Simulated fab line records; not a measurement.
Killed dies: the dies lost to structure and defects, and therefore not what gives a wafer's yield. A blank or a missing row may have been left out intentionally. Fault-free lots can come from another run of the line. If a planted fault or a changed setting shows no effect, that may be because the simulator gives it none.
Which tool was responsible?    flow n5-finfet    Sampling: 10 lots, 30 wafers, 5 of 1938 route steps

## WHAT EACH GAUGE READ, for each wafer
Not one reading of a measure or inspect step in the record can be checked against a usual standard deviation.

## EACH LOT AND THE TOOL THAT RAN IT (in order: tool; ch and the chambers of the sampled wafers; start)
lot   N5_BEOL_M14_STRIP_37                N5_PASSIVATION_ETCH_15                         N5_PASSIVATION_AL_DEP_21      N5_PASSIVATION_AL_ETCH_33          N5_PASSIVATION_PROBE_49
L805  rie-diel-04 ch 1,3, day 13 03:47    rie-diel-01 ch 1,2,3, day 13 19:40 or earlier  pvd-sputter-02, day 13 19:40  rie-metal-01 ch 1, day 13 20:26    -
L807  rie-diel-02 ch 0,2, day 13 18:40    rie-diel-03 ch 0,3, day 14 11:35 or earlier    pvd-sputter-03, day 14 11:35  rie-metal-02 ch 0,1, day 14 12:21  -
L813  rie-diel-02 ch 0,2,3, day 17 10:54  rie-diel-06 ch 1,2,3, day 18 07:30 or earlier  pvd-sputter-02, day 18 07:30  rie-metal-03 ch 1, day 18 08:31    -
L815  rie-diel-04 ch 2,3, day 18 06:51    rie-diel-03 ch 2,3, day 18 21:31 or earlier    pvd-sputter-03, day 18 21:31  rie-metal-03 ch 0,1, day 18 22:10  -
L816  rie-diel-04 ch 1,2,3, day 18 07:47  rie-diel-01 ch 0,1,3, day 19 00:58 or earlier  pvd-sputter-01, day 19 00:58  rie-metal-01 ch 0,1, day 19 01:52  prober-01, day 19 06:34
L818  rie-diel-05 ch 1,2, day 19 09:04    rie-diel-03 ch 0,2,3, day 20 07:04 or earlier  pvd-sputter-03, day 20 07:04  rie-metal-03 ch 0,1, day 20 07:43  -
L825  rie-diel-04 ch 2,3, day 19 23:44    rie-diel-06 ch 1,2, day 20 13:55 or earlier    pvd-sputter-02, day 20 13:55  rie-metal-03 ch 0,1, day 20 14:49  prober-01, day 20 19:43
L821  rie-diel-04 ch 0,1,2, day 20 07:42  rie-diel-03 ch 0,1,3, day 21 00:11 or earlier  pvd-sputter-03, day 21 00:11  rie-metal-02 ch 0,1, day 21 00:50  prober-01, day 21 05:32
L822  rie-diel-02 ch 1,3, day 20 14:28    rie-diel-06 ch 0,2,3, day 21 12:25 or earlier  pvd-sputter-02, day 21 12:25  rie-metal-03 ch 0,1, day 21 13:23  -
L812  rie-diel-05 ch 0,1, day 21 12:19    rie-diel-06 ch 0,1,2, day 22 07:07 or earlier  pvd-sputter-03, day 22 07:07  rie-metal-03 ch 0,1, day 22 07:53  -
- N5_BEOL_M14_STRIP_37: strips in O2.
- N5_PASSIVATION_ETCH_15: etches SiCN in CF4/N2, target depth 75 nm, time 81.2 s.
- N5_PASSIVATION_AL_DEP_21: deposits Al, target thk 2800 nm, time 170 s.
- N5_PASSIVATION_AL_ETCH_33: etches Al in Cl2/BCl3, stops on TaN, target depth 2800 nm, time 466.7 s.
- N5_PASSIVATION_PROBE_49

## WHAT THE TOOLS THEMSELVES READ (means of the sampled wafers that have a number; where no wafer has one, the mark that the record gives instead)
N5_BEOL_M14_STRIP_37. Usual: drypump-motor-current-A 5.7 A, standard deviation 0.36; oes-product-au 0.80 a.u., standard deviation 0.086; rf-vpp-V 3.5 V, standard deviation 0.87; showerhead-plenum-p-Torr 2.12 Torr, standard deviation 0.076; throttle-valve-pct 16.68 %, standard deviation 0.19.
lot   tool         drypump-motor-current-A (A)  oes-product-au (a.u.)  rf-vpp-V (V)  showerhead-plenum-p-Torr (Torr)  throttle-valve-pct (%)  flag
L805  rie-diel-04  5.3                          0.91                   3.3           2.11                             16.62                   
L807  rie-diel-02  5.6                          0.70                   3.1           2.05                             16.72                   
L813  rie-diel-02  5.6                          0.81                   2.8           2.13                             16.70                   
L815  rie-diel-04  5.1                          0.87                   2.9           2.10                             16.53                   
L816  rie-diel-04  5.3                          0.85                   3.5           2.06                             16.62                   
L818  rie-diel-05  5.6                          0.85                   4.0           2.16                             16.65                   
L825  rie-diel-04  5.1                          0.87                   3.9           2.10                             16.55                   
L821  rie-diel-04  5.6                          0.81                   4.3           2.08                             16.64                   
L822  rie-diel-02  5.6                          0.78                   4.5           2.04                             16.83                   
L812  rie-diel-05  6.0                          0.79                   3.4           2.14                             16.67                   

N5_PASSIVATION_ETCH_15. Usual: drypump-motor-current-A 5.8 A, standard deviation 0.36; oes-product-au 0.80 a.u., standard deviation 0.067; rf-vpp-V 382.5 V, standard deviation 1.9; showerhead-plenum-p-Torr 2.21 Torr, standard deviation 0.072; throttle-valve-pct 15.42 %, standard deviation 0.21.
lot   tool         drypump-motor-current-A (A)  oes-product-au (a.u.)  rf-vpp-V (V)  showerhead-plenum-p-Torr (Torr)  throttle-valve-pct (%)  flag
L805  rie-diel-01  5.8                          0.85                   383.6         2.27                             15.42                   
L807  rie-diel-03  6.1                          0.80                   379.9         2.14                             15.51                   
L813  rie-diel-06  5.9                          0.85                   383.8         2.24                             15.30                   
L815  rie-diel-03  6.0                          0.76                   381.3         2.18                             15.47                   
L816  rie-diel-01  5.7                          0.84                   383.9         2.24                             15.39                   
L818  rie-diel-03  6.0                          0.76                   380.8         2.16                             15.51                   
L825  rie-diel-06  5.8                          0.77                   382.0         2.18                             15.51                   
L821  rie-diel-03  5.8                          0.80                   380.7         2.16                             15.35                   
L822  rie-diel-06  5.9                          0.77                   383.8         2.27                             15.35                   
L812  rie-diel-06  6.1                          0.75                   381.9         2.20                             15.55                   

N5_PASSIVATION_AL_DEP_21. Usual: susceptor-temp-C 400.00 C, standard deviation 0.22; throttle-valve-pct 29.3 %, standard deviation 0.97.
lot   tool            susceptor-temp-C (C)  throttle-valve-pct (%)  flag
L805  pvd-sputter-02  399.93                29.1                    
L807  pvd-sputter-03  399.88                29.3                    
L813  pvd-sputter-02  400.14                29.5                    
L815  pvd-sputter-03  400.02                28.5                    
L816  pvd-sputter-01  400.00                30.0                    
L818  pvd-sputter-03  400.00                29.0                    
L825  pvd-sputter-02  400.04                29.0                    
L821  pvd-sputter-03  399.80                28.6                    
L822  pvd-sputter-02  400.06                29.3                    
L812  pvd-sputter-03  399.99                28.7                    

N5_PASSIVATION_AL_ETCH_33. Usual: drypump-motor-current-A 5.7 A, standard deviation 0.31; he-backside-leak-sccm 3.34 sccm, standard deviation 0.19; oes-product-au 0.74 a.u., standard deviation 0.083; throttle-valve-pct 34.24 %, standard deviation 0.14.
lot   tool          drypump-motor-current-A (A)  he-backside-leak-sccm (sccm)  oes-product-au (a.u.)  throttle-valve-pct (%)  flag
L805  rie-metal-01  5.9                          3.46                          0.58                   34.44                   
L807  rie-metal-02  6.1                          3.35                          0.73                   34.28                   
L813  rie-metal-03  5.5                          3.33                          0.69                   34.36                   
L815  rie-metal-03  5.4                          3.11                          0.75                   34.28                   
L816  rie-metal-01  5.7                          3.63                          0.82                   34.00                   
L818  rie-metal-03  5.4                          3.33                          0.74                   34.27                   
L825  rie-metal-03  5.4                          3.44                          0.73                   34.31                   
L821  rie-metal-02  6.1                          3.40                          0.70                   34.32                   
L822  rie-metal-03  5.4                          3.25                          0.71                   34.34                   
L812  rie-metal-03  5.4                          3.20                          0.76                   34.23                   

N5_PASSIVATION_PROBE_49. Usual: defect-limited-yield 91.4 %, standard deviation 1.2; killed_at_M0_to_M3 34, standard deviation 10; killed_at_M4_up 14, standard deviation 5.1; killed-at-contacts 12, standard deviation 6.4; killed-at-front-end 38, standard deviation 9.3; killed-at-other 4, standard deviation 3; killed-dies 102, standard deviation 15; killed-open 67, standard deviation 12; killed-short 33, standard deviation 6.9; sort_bin_5_function 5.0 %, standard deviation 0.86; sort_bin_6_memory 3.2 %, standard deviation 0.58; sort-n-pass 1078, standard deviation 15; sort-yield-pct 91.4 %, standard deviation 1.2.
lot   tool       defect-limited-yield (%)  killed_at_M0_to_M3  killed_at_M4_up  killed-at-contacts  killed-at-front-end  killed-at-other  killed-dies  killed-open  killed-short  sort_bin_5_function (%)  sort_bin_6_memory (%)  sort-n-pass  sort-yield-pct (%)  flag
L816  prober-01  92.1                      31                  12               12                  33                   6                93           57           33            4.4                      3.2                    1087         92.1                
L825  prober-01  82.4                      26                  128              17                  34                   3                208          56           34            11.2                     4.2                    972          82.4                OFF
L821  prober-01  84.1                      25                  116              8                   37                   2                188          62           24            10.0                     3.9                    992          84.1                OFF

## THE ANSWER, worked out from the rows above alone
Rule: take the mean of a lot's wafers that have a number; if it is more than 3 standard deviations from the usual mean, the lot is off. A lot without any number at a reading at which 4 lots or more have one is off too. The other lots that the step has rows for count as sound. After the gauges, taken in route order, come the tools' own readings; for these a lot's mean is taken, as printed above. The first step at which some lot is off is used, and at that step the reading that is off furthest; a lot without a number counts as furthest.
Off, at N5_PASSIVATION_PROBE_49 on killed_at_M4_up: L825, L821. Neither off nor sound, because the step has no rows for them: L805, L807, L813, L815, L818, L822, L812.
If a tool, at that step or one of the process steps before it, ran each lot that is off and ran no sound lot following the first of them, it fits. N5_PASSIVATION_ETCH_15 gives no start for some lots, so the hours and the order of its lots are those of N5_PASSIVATION_AL_DEP_21. Can't be told from this: 2 tools fit, rie-diel-04 at N5_BEOL_M14_STRIP_37, prober-01 at N5_PASSIVATION_PROBE_49.

## WHAT THE SIMULATOR HAD INSERTED
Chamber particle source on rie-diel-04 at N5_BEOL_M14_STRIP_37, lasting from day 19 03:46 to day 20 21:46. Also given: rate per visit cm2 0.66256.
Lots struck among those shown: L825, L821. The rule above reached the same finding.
